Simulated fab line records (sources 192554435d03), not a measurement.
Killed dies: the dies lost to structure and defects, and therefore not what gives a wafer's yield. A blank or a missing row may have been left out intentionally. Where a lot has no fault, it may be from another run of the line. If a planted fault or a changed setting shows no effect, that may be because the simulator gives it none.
The tool behind it: which one?    flow n5_finfet    Sampling: 11 lots, 32 wafers, 4 of 1938 route steps

## WHAT THE GAUGES SHOWED, per wafer
N5_BEOL_M7_INSPECT_58: inspects for defects (darkfield).
lot   measured      on                 raw_defect_count
L191  day 10 16:39  defect_inspect-01  55 137 107
L192  day 10 19:52  defect_inspect-02  104 93 78
L193  day 10 21:35  defect_inspect-02  24 60 27
L194  day 11 05:23  defect_inspect-01  108 93
L200  day 12 17:04  defect_inspect-02  49 882 90
L208  day 14 07:51  defect_inspect-02  35 77 63
L209  day 14 09:44  defect_inspect-02  88 111 59
L212  day 15 11:59  defect_inspect-02  61 57 117
L210  day 15 12:16  defect_inspect-01  69 77 75
L214  day 16 22:44  defect_inspect-01  81 81 64
L213  day 16 23:11  defect_inspect-02  53 66 61

## WHICH TOOL RAN EACH LOT (tool, then ch and the chambers of the sampled wafers, then the start)
lot   N5_BEOL_M7_CURE_75             N5_BEOL_M7_SURFACE_TREAT_79   N5_BEOL_M7_PRE_CLEAN_55
L191  uv_cure-02 ch 0, day 10 12:32  pvd_sputter-03, day 10 13:31  pecvd-04 ch 0,1,2, day 10 16:31
L192  uv_cure-02 ch 2, day 10 16:04  pvd_sputter-03, day 10 18:08  pecvd-02 ch 0,1, day 10 19:45
L193  uv_cure-02 ch 0, day 10 16:27  pvd_sputter-02, day 10 19:13  pecvd-02 ch 0,1, day 10 21:28
L194  uv_cure-01 ch 0, day 11 01:19  pvd_sputter-02, day 11 03:34  pecvd-04 ch 0, day 11 05:16
L200  uv_cure-01 ch 1, day 12 13:25  pvd_sputter-01, day 12 15:36  pecvd-02 ch 0,1,2, day 12 16:57
L208  uv_cure-02 ch 0, day 14 05:14  pvd_sputter-03, day 14 06:43  pecvd-04 ch 1,2, day 14 07:44
L209  uv_cure-03 ch 1, day 14 07:29  pvd_sputter-01, day 14 08:31  pecvd-04 ch 0,1,2, day 14 09:37
L212  uv_cure-02 ch 0, day 15 09:23  pvd_sputter-03, day 15 10:32  pecvd-04 ch 0,2, day 15 11:52
L210  uv_cure-02 ch 1, day 15 09:43  pvd_sputter-02, day 15 10:49  pecvd-04 ch 1,2, day 15 12:08
L214  uv_cure-03 ch 2, day 16 19:20  pvd_sputter-02, day 16 21:05  pecvd-04 ch 1,2, day 16 22:37
L213  uv_cure-01 ch 2, day 16 19:44  pvd_sputter-03, day 16 21:44  pecvd-02 ch 1,2, day 16 23:04
- N5_BEOL_M7_CURE_75: cures SiCOH lowk, time 120 s.
- N5_BEOL_M7_SURFACE_TREAT_79
- N5_BEOL_M7_PRE_CLEAN_55: time 15 s.

## THE ANSWER, worked out from the rows above alone
Rule: what is usual is taken from the lots themselves. The widest of any qualifying gaps counts: lots, ordered by their means at a reading, are off when they make up no more than a third of the lots, leave a main group of 4 or more, and stand apart from it by 3 or more times the standard deviation of that group's means. A main group is skipped when, at the precision printed for the reading in the tables above, its means are all equal. Also off: a lot with no number at a reading for which 4 or more lots have one. All remaining lots with rows at the step are treated as sound.
Off, at N5_BEOL_M7_INSPECT_58 on raw_defect_count: L200. Mean 76 and standard deviation 19 in the main group.
If a tool, at a process step before that reading, ran all the lots that are off and no sound lot after the first of them, it fits. Those tools and the gauges at N5_BEOL_M7_INSPECT_58 are tried in the same way. Not one of the candidates tried fits.

## WHAT HAD BEEN PUT IN BY THE SIMULATOR
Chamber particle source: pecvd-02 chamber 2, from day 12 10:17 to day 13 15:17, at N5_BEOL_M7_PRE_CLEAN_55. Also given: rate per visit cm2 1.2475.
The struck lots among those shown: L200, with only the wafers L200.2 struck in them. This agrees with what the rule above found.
